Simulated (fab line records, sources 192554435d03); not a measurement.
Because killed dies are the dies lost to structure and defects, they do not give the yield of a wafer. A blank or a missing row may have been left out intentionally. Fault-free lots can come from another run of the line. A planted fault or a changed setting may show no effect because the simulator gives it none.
Code-filled problem report in 8D (eight disciplines) form || flow n5 finfet || the parts of the form that need people (team, actions taken, sign-off) are left out

== 1. THE ISSUE ==
At N5_BEOL_M5_CMP_52, barrier field endpoint s averages 13.5 s over 4 wafers from 2 lots, while fault-free wafers read 24.6 s, standard deviation 0.69. Measured from the usual mean, that is -16 standard deviations.
The step: polishes, stops on SiCOH lowk, t overpolish 6.9 s, target thk 62 nm.
First observed at day 12 00:07: wafer L236.1, on cmp-04. Wafers with a number at this step in the record: 35, from 12 lots. Rule for "out" (also "out of limits"): further than 4 standard deviations from the usual mean. All remaining wafers that have a number are taken as sound.

== 2. WHAT IT IS, AND WHAT IT ISN'T ==
{"question": "which readings at this step", "is": "barrier field endpoint s, time to endpoint s", "is not": "motor current A, overpolish run s, pad life wafers"}
{"question": "which lots", "is": "L236, L238", "is not": "L224, L225, L226, L227, L228, L234, L241, L243, L246, L247"}
{"question": "which wafers of those lots", "is": "L236.1, L236.4, L238.1, L238.4", "is not": "L236.3, L238.5"}
{"question": "read on which tools", "is": "cmp-04", "is not": "cmp-01, cmp-03"}
{"question": "when", "is": "from day 12 00:07", "is not": "up to then (19 sound wafers); but 12 sound wafers of L238, L241, L243, L246, L247 came after"}

== 3. WHAT RULES OUT EACH SUSPECT ==
Counting: if a tool at a process step up to the reading ran every lot that is out, it stays a suspect. Sound lots after the first of them don't rule it out here, since some wafers of a struck lot are sound.
- uv cure-03 at N5_BEOL_M5_CURE_80 (cures SiCOH lowk, time 120 s): kept. Every lot that is out went through it, the first being L236 (day 11 17:34); the last sound lot it ran before that was L228 (day 9 14:49).
- cmp-04 at N5_BEOL_M5_CMP_52 (polishes, stops on SiCOH lowk, t overpolish 6.9 s, target thk 62 nm): kept. Every lot that is out went through it, the first being L236 (day 12 00:07); the last sound lot it ran before that was L228 (day 9 21:33). Its own readings are out on those wafers: barrier field endpoint s, time to endpoint s.
Remaining after the count are uv cure-03 at N5_BEOL_M5_CURE_80 and cmp-04 at N5_BEOL_M5_CMP_52.

== 4. THE CAUSE (what the simulator had put in) ==
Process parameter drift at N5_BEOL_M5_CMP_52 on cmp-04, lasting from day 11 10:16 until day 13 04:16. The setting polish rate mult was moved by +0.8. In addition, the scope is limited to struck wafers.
Counting left 2 suspects, and this tool is among them.

== 5. SEQUENCE OF EFFECTS, ordered by route ==
Each row: a reading whose mean over the struck wafers that have a number lies more than 3 standard deviations from the usual. Readings are gone through only where the record gives a usual standard deviation; hours: the median, over the lots, of the time from a lot's start at the first step in this table giving one to that lot's start at this step; sigmas: the change measured in usual standard deviations.
{"hours": 0, "step": "N5_BEOL_M5_CMP_52", "reading": "barrier field endpoint s", "usual": "24.6 s", "on struck wafers": 13.5, "change": -11.1, "sigmas": -16}
{"hours": 0, "step": "N5_BEOL_M5_CMP_52", "reading": "time to endpoint s", "usual": "63 s", "on struck wafers": 33, "change": -30, "sigmas": -8.1}
It contains these process steps:
- N5_BEOL_M5_CMP_52: polishes, stops on SiCOH lowk, t overpolish 6.9 s, target thk 62 nm.

== 6. WHAT WOULD HAVE CAUGHT IT SOONER ==
First out-of-limits reading in this record: day 12 00:07, which is 14 hours after fault onset at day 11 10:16.
